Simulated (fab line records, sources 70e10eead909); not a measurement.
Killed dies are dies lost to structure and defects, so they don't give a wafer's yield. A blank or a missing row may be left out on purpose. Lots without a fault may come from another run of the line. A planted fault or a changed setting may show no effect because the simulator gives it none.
Problem report in the 8D (eight disciplines) form, filled by code | flow nand_harc | the parts of the form that need people (team, actions taken, sign-off) are left out

1. THE PROBLEM
sort_bin_2_pct at NHARC_END_SORT_01 reads a mean of 33.7 % on 4 wafers of 2 lots; wafers without a fault read 1.5 % with a standard deviation of 0.74. That is +43 standard deviations from the usual mean.
First seen on wafer L938.4, day 24 14:04, on prober-01. The record holds 6 wafers of 2 lots with a number at this step. Rule for "out", or "out of limits": more than 4 standard deviations from the usual mean. The other wafers with a number count as sound.

2. WHAT IT IS AND WHAT IT IS NOT
question                    | is                                                                                                                                                  | is not
which readings at this step | sort_bin_2_pct, defect_limited_yield, killed_at_array, killed_dies, sort_bin_3_pct, sort_bin_4_pct, sort_n_pass, sort_rim_yield_pct, sort_yield_pct | killed_at_other, killed_at_periphery, killed_open, killed_short
which lots                  | L938, L942                                                                                                                                          | -
which wafers of those lots  | L938.4, L938.6, L942.4, L942.6                                                                                                                      | L938.5, L942.3
read on which gauges        | prober-01, prober-02                                                                                                                                | -
when                        | from day 24 14:04                                                                                                                                   | up to then (0 sound wafers); but 2 sound wafers of L938, L942 came after

3. SUSPECTS, AND WHAT RULES EACH OUT
Counting: a tool at a process step up to the reading stays a suspect if it ran every lot that is out. Sound lots after the first of them don't rule it out here, since some wafers of a struck lot are sound.
- the gauge at NHARC_END_SORT_01: ruled out. The wafers that are out were read on 2 gauges (prober-01, prober-02).
- cmp-04 at NHARC_A_BONDPAD_CMP_29 (polishes SiCN, target thk 200 nm): kept. It ran every lot that is out, first L938 (day 20 06:50).
- Within cmp-04 at NHARC_A_BONDPAD_CMP_29: the wafers that are out ran in chamber 1; their sound lot-mates ran in chamber 0.
Left after counting: cmp-04 at NHARC_A_BONDPAD_CMP_29.

4. THE CAUSE (what the simulator had put in)
Chamber particle source: cmp-04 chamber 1, from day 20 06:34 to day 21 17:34, at NHARC_A_BONDPAD_CMP_29. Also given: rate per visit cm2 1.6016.
Counting left only this tool.

5. THE CHAIN OF EFFECTS, in route order
Each row: a reading whose mean over the struck wafers that have a number lies more than 3 standard deviations from the usual. Only readings for which the record gives a usual standard deviation are gone through. hours: the time from each lot's start at the first step in this table that gives one to its start at this step, as a median over the lots. sigmas: the change in usual standard deviations.
hours | step              | reading              | usual  | on struck wafers | change | sigmas
0     | NHARC_END_SORT_01 | defect_limited_yield | 95.4 % | 21.4             | -74.1  | -44
0     | NHARC_END_SORT_01 | killed_at_array      | 27     | 530              | +504   | +42
0     | NHARC_END_SORT_01 | killed_dies          | 31     | 532              | +502   | +42
0     | NHARC_END_SORT_01 | sort_bin_2_pct       | 1.5 %  | 33.7             | +32.2  | +43
0     | NHARC_END_SORT_01 | sort_bin_3_pct       | 0.25 % | 7.87             | +7.62  | +35
0     | NHARC_END_SORT_01 | sort_bin_4_pct       | 2.9 %  | 37.1             | +34.2  | +31
0     | NHARC_END_SORT_01 | sort_n_pass          | 646    | 144              | -502   | -42
0     | NHARC_END_SORT_01 | sort_rim_yield_pct   | 97.2 % | 21.9             | -75.3  | -42
0     | NHARC_END_SORT_01 | sort_yield_pct       | 95.4 % | 21.4             | -74.1  | -44

6. WHAT WOULD HAVE CAUGHT IT SOONER
In this record the first reading out of limits at a measuring or inspecting step was taken at day 24 14:04, 103 hours after the fault began at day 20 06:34.
Of the tool readings at NHARC_A_BONDPAD_CMP_29 for which the record gives a usual standard deviation, none was out on any struck wafer, so an alarm limit of 4 standard deviations on them would not have fired.
All the lots that are out (2) had begun NHARC_A_BONDPAD_CMP_29 on cmp-04 by day 24 14:04. A hold on the tool at that time would have spared none of them.
